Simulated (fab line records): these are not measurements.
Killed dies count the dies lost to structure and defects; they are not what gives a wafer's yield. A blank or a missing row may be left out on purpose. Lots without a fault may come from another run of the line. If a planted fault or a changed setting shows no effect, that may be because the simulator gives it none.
fab line records -- flow nand_harc -- part 1 of 2: steps 1 to 4 of 6
[record] lots = 22, wafers = 66, last_day = 33
route steps=1302 shown A_STAIRCASE@684
lots that met no fault: from a run of the same line without faults
start_h: hours from the record's first day to the start of the lot's first wafer shown -- wait_h: hours since the lot's step before -- " as in the row above -- L1.1+2: a row that stands for several wafers -- - either no value or no given start -- * or withheld: withheld -- < > ~ a bound
route shown NAME@n: a module of which the file shows steps, and the number in the route of the first -- usual: mean and standard deviation over wafers with no fault -- same: alike in all rows -- chamber/n: place in a boat -- sites: per-site readings -- _std_site: standard deviation across them -- _edge_site: inner sites' mean taken away from outer sites' mean -- radius_mm: how far each site lies from the wafer's centre -- mask NAME#n: copy n -- behind: tool/chamber where the wafer was last shaped -- hold: cause of the lot's hold/its duration in hours/its outcome -- device: transistor that didn't switch, given as n, p or np -- end of line: the route-end tests of the same wafers -- step lacking rows: just its recipe -- killed: dies that structure and defects cost at the first sort, which is not the same as the wafer's yield -- map: dies across one wafer; x = killed, . = not, _ = none there
set.NAME: the run value of the setting; set.NAME@STEP: its run value at that earlier step -- model.NAME: the simulator's own value behind a step, which no gauge read
steps of the route over a sample of lots; a table a step, a row a wafer
services: when a tool's chamber went out of use (start_h, in hours from the record's first day, below 0 if earlier), for how many hours, and the reason
[[steps]]
[step NHARC_A_STAIRCASE_ETCH_27]
[recipe] target_depth_a = 1000, time_s = 40.5, ion_energy_ev = 400, c4f8_flow_sccm = 20, o2_flow_sccm = 10, ar_flow_sccm = withheld, rf_w = 600, bias_w = 1000, chemistry = C4F8/O2
[usual] chamber_pressure_mTorr = 25.000/0.024, oes_product_au = 0.945/0.0087, rf_vpp_V = 895/4.4
lot.wafer,tool,chamber,start_h,wait_h,chamber_pressure_mTorr,oes_product_au,rf_hours_counter_h,rf_vpp_V
L074.3,rie_diel-07,3,-,-,25.030,0.950,24,899
L074.4,rie_diel-07,0,-,-,24.962,0.971,20,894
L074.1,rie_diel-07,1,-,-,24.984,0.947,17,896
L075.4,rie_diel-01,1,-,-,24.975,0.958,52,887
L075.3,rie_diel-01,0,-,-,25.019,0.929,52,892
L075.6,rie_diel-01,1,-,-,25.019,0.955,-,886
L077.2,rie_diel-07,1,-,-,25.013,0.940,21,896
L077.1,rie_diel-07,2,-,-,25.039,0.964,25,898
L077.5,rie_diel-07,3,-,-,24.997,0.941,-,898
L076.1,rie_diel-07,3,-,-,25.006,0.957,29,898
L076.3,rie_diel-07,0,-,-,24.955,0.962,25,893
L076.2,rie_diel-07,1,-,-,25.019,0.940,22,898
L079.2,rie_diel-07,2,-,-,25.013,0.941,32,898
L079.3,rie_diel-07,3,-,-,25.019,0.943,35,898
L079.5,rie_diel-07,1,-,-,25.028,0.941,-,896
L078.3,rie_diel-04,2,-,-,24.966,0.930,13,891
L078.2,rie_diel-04,3,-,-,24.988,0.924,13,888
L078.6,rie_diel-04,2,-,-,25.023,0.929,-,891
L080.3,rie_diel-01,0,-,-,25.027,0.950,10,892
L080.1,rie_diel-01,1,-,-,25.001,0.942,8,904
L080.6,rie_diel-01,2,-,-,25.018,0.942,-,897
L081.1,rie_diel-04,0,-,-,25.036,0.957,21,892
L081.3,rie_diel-04,1,-,-,25.006,0.941,19,894
L081.5,rie_diel-04,3,-,-,24.959,0.932,-,888
L083.2,rie_diel-07,0,-,-,25.005,0.942,47,892
L083.4,rie_diel-07,1,-,-,24.982,0.948,41,895
L083.5,rie_diel-07,3,-,-,25.013,0.940,-,897
L082.1,rie_diel-04,3,-,-,24.998,0.943,29,889
L082.4,rie_diel-04,0,-,-,24.991,0.948,29,894
L082.5,rie_diel-04,2,-,-,25.000,0.949,-,890
L086.4,rie_diel-04,3,-,-,24.961,0.947,40,888
L086.1,rie_diel-04,0,-,-,24.973,0.946,39,892
L086.5,rie_diel-04,2,-,-,25.029,0.948,-,889
L088.3,rie_diel-07,2,-,-,24.977,0.950,4,897
L088.1,rie_diel-07,3,-,-,24.984,0.938,7,898
L088.5,rie_diel-07,1,-,-,25.000,0.956,-,896
L089.2,rie_diel-04,1,-,-,24.992,0.945,41,896
L089.5,rie_diel-04,0,-,-,24.955,0.940,-,893
L089.6,rie_diel-04,1,-,-,24.992,0.956,-,895
L087.3,rie_diel-07,2,-,-,25.003,0.938,9,898
L087.2,rie_diel-07,3,-,-,24.992,0.939,13,899
L087.1,rie_diel-07,0,-,-,25.028,0.951,13,892
L091.2,rie_diel-07,3,-,-,24.971,0.947,15,897
L091.6,rie_diel-07,0,-,-,24.977,0.942,-,892
L091.5,rie_diel-07,1,-,-,25.016,0.941,-,895
L090.1,rie_diel-04,1,-,-,25.014,0.948,46,896
L090.4,rie_diel-04,2,-,-,24.995,0.953,-,890
L090.5,rie_diel-04,1,-,-,24.958,0.944,-,895
L092.3,rie_diel-01,3,-,-,24.945,0.957,61,899
L092.5,rie_diel-01,1,-,-,24.996,0.945,-,903
L092.6,rie_diel-01,2,-,-,25.022,0.953,-,896
L094.2,rie_diel-04,1,-,-,24.952,0.951,5,896
L094.1,rie_diel-04,2,-,-,25.052,0.934,5,890
L094.3,rie_diel-04,3,-,-,24.978,0.953,4,888
L096.2,rie_diel-01,1,-,-,25.018,0.945,1,906
L096.4,rie_diel-01,2,-,-,25.004,0.954,1,896
L096.5,rie_diel-01,2,-,-,25.002,0.945,-,896
L093.3,rie_diel-07,3,-,-,25.040,0.939,36,897
L093.2,rie_diel-07,0,-,-,24.962,0.954,37,892
L093.1,rie_diel-07,1,-,-,24.944,0.938,29,894
L095.4,rie_diel-01,2,-,-,25.020,0.939,5,897
L095.2,rie_diel-01,3,-,-,24.986,0.955,6,899
L095.5,rie_diel-01,0,-,-,25.027,0.933,-,891
L097.1,rie_diel-01,3,-,-,24.971,0.958,8,900
L097.6,rie_diel-01,3,-,-,25.004,0.953,-,901
L097.5,rie_diel-01,0,-,-,24.988,0.929,-,891
[step NHARC_A_STAIRCASE_TRIM_191]
[recipe] time_s = 211.2, o2_flow_sccm = 500, ar_flow_sccm = 0, bias_w = 0, chemistry = O2
[usual] chamber_pressure_mTorr = 60.00/0.055, drypump_motor_current_A = 5.6/0.49, oes_product_au = 1.001/0.0072, rf_vpp_V = 57.7/0.91, showerhead_plenum_p_Torr = 3.51/0.12, throttle_valve_pct = 17.035/0.009
lot.wafer,tool,chamber,start_h,wait_h,chamber_pressure_mTorr,drypump_motor_current_A,oes_product_au,rf_hours_counter_h,rf_vpp_V,showerhead_plenum_p_Torr,throttle_valve_pct
L074.4,rie_diel-07,1,-,-,59.99,5.7,1.013,17,57.1,3.55,17.026
L074.3,rie_diel-07,3,-,-,60.01,5.4,1.000,25,58.1,3.60,17.026
L074.1,rie_diel-07,0,-,-,60.02,6.3,1.017,20,58.1,3.45,17.062
L075.3,rie_diel-01,3,-,-,60.05,5.2,0.997,50,57.6,3.67,17.035
L075.4,rie_diel-01,2,-,-,60.08,5.1,0.992,49,59.3,3.55,17.043
L075.6,rie_diel-01,0,-,-,59.96,5.7,0.992,-,57.4,3.43,17.015
L077.2,rie_diel-04,0,-,-,59.96,5.5,0.994,3,57.0,3.45,17.037
L077.1,rie_diel-04,2,-,-,59.96,5.3,1.001,2,57.2,3.39,17.025
L077.5,rie_diel-04,1,-,-,60.02,5.7,0.996,-,58.2,3.53,17.030
L076.2,rie_diel-07,3,-,-,60.01,5.3,0.997,30,57.7,3.59,17.033
L076.1,rie_diel-07,0,-,-,59.87,6.2,1.015,26,58.0,3.44,17.051
L076.3,rie_diel-07,1,-,-,59.91,5.7,1.005,23,57.6,3.54,17.034
L079.2,rie_diel-01,0,-,-,60.08,5.7,1.001,2,57.0,3.43,17.028
L079.3,rie_diel-01,1,-,-,59.95,5.1,0.993,2,58.3,3.81,17.039
L079.5,rie_diel-01,3,-,-,60.01,5.1,0.994,-,59.1,3.67,17.029
L078.2,rie_diel-07,3,-,-,59.99,5.3,0.996,40,58.6,3.59,17.030
L078.3,rie_diel-07,0,-,-,60.01,6.3,1.003,36,58.1,3.44,17.039
L078.6,rie_diel-07,3,-,-,60.04,5.4,1.003,-,58.3,3.59,17.028
L080.1,rie_diel-07,2,-,-,60.01,6.7,1.016,38,58.6,3.58,17.030
L080.3,rie_diel-07,3,-,-,59.96,5.3,1.018,44,56.6,3.59,17.038
L080.6,rie_diel-07,3,-,-,60.02,5.4,1.000,-,57.2,3.59,17.026
L081.3,rie_diel-01,3,-,-,59.92,5.1,0.991,14,58.5,3.67,17.035
L081.1,rie_diel-01,0,-,-,59.91,5.7,1.009,13,56.2,3.42,17.045
L081.5,rie_diel-01,3,-,-,60.01,5.1,1.001,-,58.9,3.67,17.064
L083.2,rie_diel-04,1,-,-,60.03,5.7,0.998,28,58.0,3.51,17.034
L083.4,rie_diel-04,2,-,-,60.14,5.3,0.995,30,56.9,3.38,17.020
L083.5,rie_diel-04,0,-,-,60.12,5.5,1.004,-,57.1,3.44,17.031
L082.4,rie_diel-01,1,-,-,59.95,5.1,1.001,22,59.4,3.80,17.024
L082.1,rie_diel-01,3,-,-,60.16,5.2,0.998,29,58.1,3.66,17.042
L082.5,rie_diel-01,1,-,-,59.95,5.1,1.000,-,58.8,3.80,17.037
L088.1,rie_diel-01,1,-,-,60.00,5.1,0.995,26,57.8,3.79,17.038
L088.3,rie_diel-01,3,-,-,60.02,5.1,0.993,44,58.5,3.65,17.033
L088.5,rie_diel-01,1,-,-,59.99,5.1,1.005,-,58.5,3.79,17.028
L086.1,rie_diel-01,1,-,-,59.99,5.1,1.001,27,58.8,3.79,17.026
L086.5,rie_diel-01,3,-,-,59.95,5.1,1.013,-,58.6,3.65,17.030
L086.4,rie_diel-01,2,-,-,60.10,5.1,0.994,-,57.5,3.53,17.035
L089.2,rie_diel-04,1,-,-,60.12,5.7,1.012,41,58.7,3.51,17.028
L089.6,rie_diel-04,1,-,-,60.05,5.7,1.006,-,56.9,3.51,17.031
L089.5,rie_diel-04,2,-,-,60.06,5.3,0.993,-,57.1,3.37,17.038
L087.1,rie_diel-04,1,-,-,59.98,5.7,1.012,45,57.5,3.50,17.035
L087.3,rie_diel-04,3,-,-,60.11,6.2,1.002,47,57.2,3.31,17.042
L087.2,rie_diel-04,0,-,-,60.05,5.5,1.009,45,56.9,3.43,17.023
L091.2,rie_diel-07,2,-,-,59.98,6.7,1.005,11,58.9,3.57,17.037
L091.5,rie_diel-07,2,-,-,59.92,6.7,1.008,-,57.9,3.57,17.034
L091.6,rie_diel-07,3,-,-,60.03,5.4,0.996,-,56.7,3.57,17.033
L090.1,rie_diel-04,3,-,-,60.04,6.2,0.999,50,56.5,3.31,17.044
L090.4,rie_diel-04,3,-,-,60.02,6.2,1.004,-,56.8,3.31,17.033
L090.5,rie_diel-04,1,-,-,59.97,5.7,1.010,-,58.5,3.50,17.045
L092.3,rie_diel-04,2,-,-,59.95,5.3,0.989,1,57.7,3.36,17.015
L092.5,rie_diel-04,0,-,-,59.99,5.6,1.012,-,58.2,3.42,17.047
L092.6,rie_diel-04,1,-,-,59.98,5.7,1.000,-,57.6,3.50,17.050
L094.2,rie_diel-04,3,-,-,59.94,6.2,1.001,4,56.5,3.31,17.041
L094.1,rie_diel-04,0,-,-,60.03,5.5,1.007,4,57.4,3.42,17.038
L094.3,rie_diel-04,2,-,-,60.06,5.3,0.990,5,57.9,3.36,17.046
L096.4,rie_diel-07,0,-,-,59.93,6.3,0.999,37,57.6,3.41,17.031
L096.2,rie_diel-07,1,-,-,59.94,5.7,1.003,30,57.1,3.51,17.025
L096.5,rie_diel-07,1,-,-,60.04,5.7,1.000,-,58.3,3.51,17.040
L093.2,rie_diel-01,2,-,-,59.99,5.1,0.991,1,57.7,3.52,17.040
L093.3,rie_diel-01,3,-,-,59.98,5.1,0.995,1,58.2,3.63,17.036
L093.1,rie_diel-01,0,-,-,60.04,5.7,0.986,1,56.2,3.39,17.031
L095.2,rie_diel-07,0,-,-,59.97,6.3,0.995,39,57.1,3.41,17.041
L095.4,rie_diel-07,2,-,-,60.00,6.7,1.003,31,57.9,3.56,17.012
L095.5,rie_diel-07,3,-,-,60.03,5.4,0.995,-,58.8,3.56,17.035
L097.1,rie_diel-04,2,-,-,60.00,5.3,0.995,9,56.8,3.36,17.034
L097.6,rie_diel-04,3,-,-,60.03,6.2,0.997,-,58.0,3.31,17.026
L097.5,rie_diel-04,0,-,-,59.94,5.5,1.015,-,58.0,3.42,17.039
[step NHARC_A_STAIRCASE_ETCH_203]
[recipe] target_depth_a = 1000, time_s = 40.5, ion_energy_ev = 400, c4f8_flow_sccm = 20, o2_flow_sccm = 10, ar_flow_sccm = withheld, rf_w = 600, bias_w = 1000, chemistry = C4F8/O2
[usual] chamber_pressure_mTorr = 24.999/0.024, oes_product_au = 0.947/0.0097, rf_vpp_V = 895/4.2
lot.wafer,tool,chamber,start_h,wait_h,chamber_pressure_mTorr,oes_product_au,rf_hours_counter_h,rf_vpp_V
L074.3,rie_diel-01,1,-,-,25.045,0.946,47,886
L074.1,rie_diel-01,0,-,-,24.980,0.946,49,893
L074.4,rie_diel-01,0,-,-,24.956,0.943,-,893
L075.3,rie_diel-07,0,-,-,24.988,0.953,25,893
L075.4,rie_diel-07,2,-,-,25.014,0.957,25,899
L075.6,rie_diel-07,0,-,-,24.963,0.946,-,893
L077.1,rie_diel-01,3,-,-,25.025,0.956,50,902
L077.2,rie_diel-01,0,-,-,25.011,0.940,53,892
L077.5,rie_diel-01,3,-,-,24.961,0.962,-,901
L076.1,rie_diel-04,2,-,-,25.037,0.958,4,891
L076.3,rie_diel-04,3,-,-,25.029,0.945,5,890
L076.2,rie_diel-04,0,-,-,25.021,0.958,5,893
L079.2,rie_diel-07,2,-,-,25.010,0.956,35,898
L079.3,rie_diel-07,0,-,-,25.033,0.956,36,892
L079.5,rie_diel-07,3,-,-,25.010,0.956,-,899
L078.2,rie_diel-07,1,-,-,25.014,0.957,33,897
L078.3,rie_diel-07,3,-,-,24.997,0.941,42,898
L078.6,rie_diel-07,1,-,-,24.936,0.956,-,895
L080.3,rie_diel-07,0,-,-,24.977,0.977,40,893
L080.1,rie_diel-07,1,-,-,25.018,0.953,34,895
L080.6,rie_diel-07,2,-,-,24.956,0.959,-,898
L081.1,rie_diel-07,1,-,-,25.029,0.939,35,896
L081.3,rie_diel-07,2,-,-,24.993,0.955,41,897
L081.5,rie_diel-07,1,-,-,25.006,0.945,-,897
L083.2,rie_diel-04,1,-,-,25.011,0.943,29,896
L083.4,rie_diel-04,0,-,-,24.941,0.950,28,892
L083.5,rie_diel-04,2,-,-,25.001,0.945,-,891
L082.1,rie_diel-01,0,-,-,24.999,0.937,29,891
L082.4,rie_diel-01,3,-,-,24.991,0.933,29,901
L082.5,rie_diel-01,1,-,-,24.991,0.930,-,907
L088.1,rie_diel-07,3,-,-,24.996,0.960,8,898
L088.3,rie_diel-07,0,-,-,25.020,0.948,7,892
L088.5,rie_diel-07,3,-,-,24.977,0.947,-,899
L086.1,rie_diel-04,3,-,-,24.981,0.946,41,888
L086.4,rie_diel-04,0,-,-,25.004,0.962,40,893
L086.5,rie_diel-04,1,-,-,25.001,0.958,-,895
L089.2,rie_diel-07,3,-,-,24.981,0.956,11,897
L089.6,rie_diel-07,0,-,-,25.028,0.948,-,894
L089.5,rie_diel-07,1,-,-,25.008,0.950,-,896
L087.2,rie_diel-07,0,-,-,24.963,0.941,14,892
L087.3,rie_diel-07,1,-,-,24.987,0.934,10,895
L087.1,rie_diel-07,2,-,-,25.048,0.960,10,897
L091.2,rie_diel-07,3,-,-,24.995,0.950,16,897
L091.5,rie_diel-07,0,-,-,25.012,0.960,-,893
L091.6,rie_diel-07,1,-,-,24.967,0.954,-,896
L090.4,rie_diel-01,3,-,-,25.053,0.939,52,900
L090.1,rie_diel-01,0,-,-,24.996,0.950,50,890
L090.5,rie_diel-01,1,-,-,24.996,0.955,-,905
L092.3,rie_diel-01,0,-,-,24.986,0.929,58,892
L092.6,rie_diel-01,3,-,-,25.007,0.937,-,900
L092.5,rie_diel-01,0,-,-,24.974,0.934,-,890
L094.3,rie_diel-04,2,-,-,25.017,0.930,6,891
L094.2,rie_diel-04,0,-,-,24.988,0.937,5,892
L094.1,rie_diel-04,1,-,-,24.976,0.940,7,895
L096.4,rie_diel-04,1,-,-,24.962,0.952,7,896
L096.2,rie_diel-04,3,-,-,25.006,0.954,5,888
L096.5,rie_diel-04,1,-,-,24.988,0.956,-,895
L093.3,rie_diel-01,1,-,-,24.992,0.938,4,905
L093.2,rie_diel-01,3,-,-,24.999,0.934,6,899
L093.1,rie_diel-01,0,-,-,25.014,0.936,6,892
L095.2,rie_diel-07,2,-,-,25.024,0.965,31,898
L095.4,rie_diel-07,1,-,-,25.007,0.942,32,896
L095.5,rie_diel-07,2,-,-,25.016,0.968,-,897
L097.1,rie_diel-07,0,-,-,24.994,0.945,41,891
L097.6,rie_diel-07,1,-,-,24.999,0.944,-,895
L097.5,rie_diel-07,2,-,-,25.010,0.954,-,896
[step NHARC_A_STAIRCASE_TRIM_222]
[recipe] time_s = 211.2, o2_flow_sccm = 500, ar_flow_sccm = 0, bias_w = 0, chemistry = O2
[usual] chamber_pressure_mTorr = 60.00/0.054, drypump_motor_current_A = 5.6/0.51, oes_product_au = 1.000/0.0074, rf_vpp_V = 57.7/0.93, showerhead_plenum_p_Torr = 3.51/0.13, throttle_valve_pct = 17.036/0.0091
lot.wafer,tool,chamber,start_h,wait_h,chamber_pressure_mTorr,drypump_motor_current_A,oes_product_au,rf_hours_counter_h,rf_vpp_V,showerhead_plenum_p_Torr,throttle_valve_pct
L074.1,rie_diel-01,0,-,-,59.95,5.7,0.989,49,57.0,3.43,17.066
L074.3,rie_diel-01,1,-,-,60.01,5.1,0.999,47,57.3,3.28,17.031
L074.4,rie_diel-01,3,-,-,59.93,5.1,0.992,-,58.6,3.68,17.055
L075.3,rie_diel-01,2,-,-,59.99,5.1,1.000,49,56.7,3.55,17.034
L075.4,rie_diel-01,0,-,-,59.95,5.7,1.004,53,57.9,3.43,17.043
L075.6,rie_diel-01,2,-,-,59.95,5.1,0.994,-,57.2,3.55,17.033
L077.1,rie_diel-04,0,-,-,60.08,5.5,0.989,4,56.4,3.45,17.039
L077.2,rie_diel-04,2,-,-,60.02,5.3,0.999,3,57.2,3.39,17.025
L077.5,rie_diel-04,0,-,-,60.05,5.5,0.989,-,58.9,3.45,17.020
L076.2,rie_diel-07,3,-,-,60.11,5.4,1.001,30,57.8,3.59,17.038
L076.3,rie_diel-07,1,-,-,60.01,5.7,1.004,23,58.2,3.54,17.046
L076.1,rie_diel-07,2,-,-,59.95,6.7,1.000,27,59.0,3.59,17.031
L079.3,rie_diel-07,2,-,-,59.94,6.7,1.021,35,58.9,3.58,17.036
L079.2,rie_diel-07,0,-,-,59.95,6.3,1.003,36,57.2,3.44,17.035
L079.5,rie_diel-07,3,-,-,59.97,5.3,0.995,-,57.1,3.59,17.033
L078.3,rie_diel-04,1,-,-,60.01,5.7,1.001,16,56.7,3.52,17.055
L078.2,rie_diel-04,2,-,-,60.13,5.3,0.993,17,58.2,3.38,17.046
L078.6,rie_diel-04,1,-,-,59.97,5.7,0.998,-,57.1,3.52,17.041
L080.1,rie_diel-07,1,-,-,60.01,5.7,0.999,35,57.8,3.54,17.034
L080.3,rie_diel-07,2,-,-,59.96,6.7,1.017,40,56.6,3.58,17.032
L080.6,rie_diel-07,0,-,-,60.06,6.3,1.008,-,56.7,3.44,17.050
L081.3,rie_diel-07,3,-,-,59.97,5.3,0.991,46,58.2,3.58,17.024
L081.1,rie_diel-07,0,-,-,60.02,6.2,1.008,42,59.3,3.44,17.015
L081.5,rie_diel-07,3,-,-,59.95,5.4,0.997,-,57.3,3.58,17.034
L083.2,rie_diel-07,2,-,-,60.05,6.7,1.002,48,58.0,3.58,17.038
L083.4,rie_diel-07,0,-,-,60.05,6.3,1.015,48,58.8,3.43,17.028
L083.5,rie_diel-07,3,-,-,60.08,5.4,0.999,-,56.9,3.58,17.037
L082.1,rie_diel-01,3,-,-,60.05,5.1,0.994,30,57.8,3.66,17.035
L082.4,rie_diel-01,0,-,-,59.93,5.8,0.992,30,57.4,3.41,17.029
L082.5,rie_diel-01,2,-,-,60.06,5.1,0.996,-,57.3,3.54,17.035
L088.3,rie_diel-07,1,-,-,59.97,5.7,0.988,5,57.3,3.53,17.027
L088.1,rie_diel-07,2,-,-,60.03,6.7,1.000,5,58.9,3.57,17.042
L088.5,rie_diel-07,0,-,-,59.96,6.3,1.005,-,56.4,3.43,17.044
L086.1,rie_diel-01,2,-,-,60.00,5.1,0.993,39,58.4,3.53,17.041
L086.4,rie_diel-01,3,-,-,59.99,5.1,0.995,45,56.8,3.65,17.034
L086.5,rie_diel-01,2,-,-,60.00,5.1,0.993,-,59.2,3.53,17.039
L089.2,rie_diel-04,3,-,-,59.95,6.2,0.994,44,56.1,3.32,17.040
L089.6,rie_diel-04,3,-,-,60.09,6.2,0.997,-,57.2,3.32,17.016
L089.5,rie_diel-04,0,-,-,60.05,5.5,0.984,-,56.4,3.43,17.045
L087.3,rie_diel-01,3,-,-,60.12,5.2,1.006,51,58.2,3.64,17.038
L087.2,rie_diel-01,0,-,-,59.91,5.7,1.008,49,58.0,3.40,17.029
L087.1,rie_diel-01,2,-,-,60.01,5.1,0.997,41,58.2,3.53,17.045
L090.4,rie_diel-01,3,-,-,59.85,5.1,1.005,53,58.0,3.64,17.037
L090.1,rie_diel-01,1,-,-,60.07,5.1,0.999,35,57.9,3.79,17.031
L090.5,rie_diel-01,2,-,-,59.99,5.1,0.987,-,58.2,3.53,17.046
L091.2,rie_diel-04,1,-,-,59.99,5.7,1.003,51,56.1,3.50,17.031
L091.5,rie_diel-04,1,-,-,60.04,5.7,0.998,-,58.3,3.50,17.030
L091.6,rie_diel-04,2,-,-,59.97,5.3,0.992,-,57.1,3.36,17.040
L092.3,rie_diel-01,1,-,-,60.02,5.1,1.002,43,58.3,3.78,17.046
L092.5,rie_diel-01,1,-,-,60.02,5.1,1.009,-,57.3,3.78,17.029
L092.6,rie_diel-01,2,-,-,60.02,5.1,1.004,-,57.8,3.52,17.031
L094.3,rie_diel-07,1,-,-,59.97,5.7,1.001,30,57.4,3.51,17.042
L094.2,rie_diel-07,2,-,-,59.98,6.7,1.016,30,59.5,3.56,17.036
L094.1,rie_diel-07,0,-,-,59.94,6.3,1.004,38,57.1,3.41,17.036
L096.2,rie_diel-04,0,-,-,60.00,5.5,0.998,6,57.3,3.42,17.050
L096.4,rie_diel-04,2,-,-,60.05,5.3,0.992,6,57.6,3.36,17.026
L096.5,rie_diel-04,3,-,-,60.05,6.2,1.001,-,56.8,3.31,17.061
L093.2,rie_diel-01,0,-,-,60.06,5.7,0.985,6,56.9,3.39,17.021
L093.3,rie_diel-01,2,-,-,60.06,5.1,0.998,5,59.1,3.52,17.025
L093.1,rie_diel-01,3,-,-,60.02,5.1,1.010,7,57.6,3.63,17.026
L095.4,rie_diel-07,0,-,-,59.88,6.3,1.003,40,58.3,3.41,17.039
L095.2,rie_diel-07,2,-,-,60.02,6.6,0.997,31,57.3,3.56,17.031
L095.5,rie_diel-07,3,-,-,60.01,5.4,1.005,-,56.7,3.55,17.036
L097.1,rie_diel-07,3,-,-,60.02,5.4,0.996,40,56.9,3.55,17.031
L097.5,rie_diel-07,0,-,-,59.99,6.3,1.002,-,58.4,3.41,17.048
L097.6,rie_diel-07,1,-,-,59.98,5.7,0.988,-,57.8,3.51,17.044
